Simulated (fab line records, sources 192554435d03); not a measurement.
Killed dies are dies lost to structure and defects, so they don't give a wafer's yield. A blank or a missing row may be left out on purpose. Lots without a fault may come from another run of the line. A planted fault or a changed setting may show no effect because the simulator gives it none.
A struck lot beside a sound one | flow n5_finfet | 18 steps out of a route of 1938
Sound: wafers L349.1, L349.2, L349.4. Struck: wafers L363.2, L363.3, L363.6. The cause comes at the end.
At each step with rows: each side's tool, then ch and its chambers, then its first start. Under that, the readings that differ: sound wafers | struck wafers | difference of the means | sigmas: that difference in standard deviations of wafers without a fault.
alike: readings whose means differ by less than 2 such deviations, and words and numbers that are the same on both sides. not compared: withheld readings, readings that some wafer has no value for, bounds like >300 that may hide the same value, and numbers for which the record gives no deviation and whose values overlap.
The two part at a step that has a row with sigmas, a row that says differs or no value, or rows on one side only. Numbers that don't overlap but have no deviation are shown without sigmas and don't part them. A reading that every wafer of one side lacks parts them only if that side has two wafers or more.

N5_BEOL_M6_RS_MEAS_57: measures by four-point-probe.
  sound on film_metro-01, day 10 12:13; struck on film_metro-02, day 14 05:23
  alike: M6_RS
N5_BEOL_M6_INSPECT_58: inspects for defects (darkfield).
  sound on defect_inspect-01, day 10 12:14; struck on defect_inspect-02, day 14 05:25
  alike: raw_defect_count
N5_BEOL_M7_ILD_DEP_00: deposits SiCOH lowk from DEMS/porogen, target thk 179.75 nm, time 33.4 s.
  sound on pecvd-02 ch 0,1,2, day 10 12:17; struck on pecvd-04 ch 0,1,2, day 14 05:28
  alike: heater_power_outer_w, heater_power_w, showerhead_plenum_p_Torr, throttle_valve_pct
N5_BEOL_M7_CURE_74: cures SiCOH lowk, time 240 s.
  sound on uv_cure-02 ch 2, day 10 12:20; struck on uv_cure-03 ch 0, day 14 05:36
  reading          | sound             | struck            | difference | sigmas
  wafer_temp_C_max | 386.9 387.7 387.6 | 386.2 386.0 386.4 | -1.2       | -3
  alike: lamp_power_pct
N5_BEOL_M7_THK_MEAS_01:
  sound on film_metro-01, day 10 12:51; struck on film_metro-01, day 14 06:02
  alike: M7_ILD_THK
N5_BEOL_M7_PECVD_70: deposits SiO2 from TEOS/O2, target thk 20 nm, time 22.7 s.
  sound on pecvd-01 ch 1,2, day 10 12:53; struck on pecvd-04 ch 0,1, day 14 06:04
  alike: heater_power_outer_w, heater_power_w, showerhead_plenum_p_Torr, throttle_valve_pct
N5_BEOL_M7_HM_DEP_02: deposits TiN, target thk 20 nm.
  sound on pvd_sputter-02, day 10 14:08; struck on pvd_sputter-02, day 14 06:48
  alike: throttle_valve_pct
then, 5 steps without rows for these wafers: N5_BEOL_M7_COAT_59 (time 60 s, resist thk 100 nm); N5_BEOL_M7_COAT_60 (time 60 s, resist thk 35 nm); N5_BEOL_M7_COAT_05 (resist thk 90 nm); N5_BEOL_M7_EBR_07; N5_BEOL_M7_SOFTBAKE_06 (time 60 s).
N5_BEOL_M7_EXPOSE_08: exposes mask M7.
  sound on arfi_scanner-03 ch 0, day 10 14:31; struck on arfi_scanner-03 ch 0, day 14 07:10
  reading                         | sound | struck      | difference | sigmas
  model.BEOL_M7.overlay_x_nm (nm) | 0 0 0 | 6.4 6.4 6.4 | +6.4       |
  alike: mask
then, 2 steps without rows for these wafers: N5_BEOL_M7_PEB_09 (peb time 60 s); N5_BEOL_M7_DEVELOP_10 (develop time 30 s).
N5_BEOL_M7_CD_MEAS_11: target cd 38.5 nm.
  sound on cd_sem-01 ch 0, day 10 14:38; struck on cd_sem-02 ch 0, day 14 07:18
  alike: cd_nm
N5_BEOL_M7_OVL_MEAS_12:
  sound on overlay-01 ch 0, day 10 14:40; struck on overlay-01 ch 0, day 14 07:20
  reading     | sound        | struck      | difference | sigmas
  M7_OVL (nm) | 0.2 0.4 -0.4 | 7.5 6.6 6.6 | +6.8       | +9
N5_BEOL_M7_INSPECT_13: inspects for defects (brightfield).
  sound on defect_inspect-02, day 10 14:41; struck on defect_inspect-02, day 14 07:21
  alike: raw_defect_count

WHERE THEY PART
First at N5_BEOL_M7_CURE_74; last, within this record, at N5_BEOL_M7_OVL_MEAS_12. Later steps at which nothing parts them and some readings are alike: N5_BEOL_M7_INSPECT_13.

WHY: what the simulator had put in
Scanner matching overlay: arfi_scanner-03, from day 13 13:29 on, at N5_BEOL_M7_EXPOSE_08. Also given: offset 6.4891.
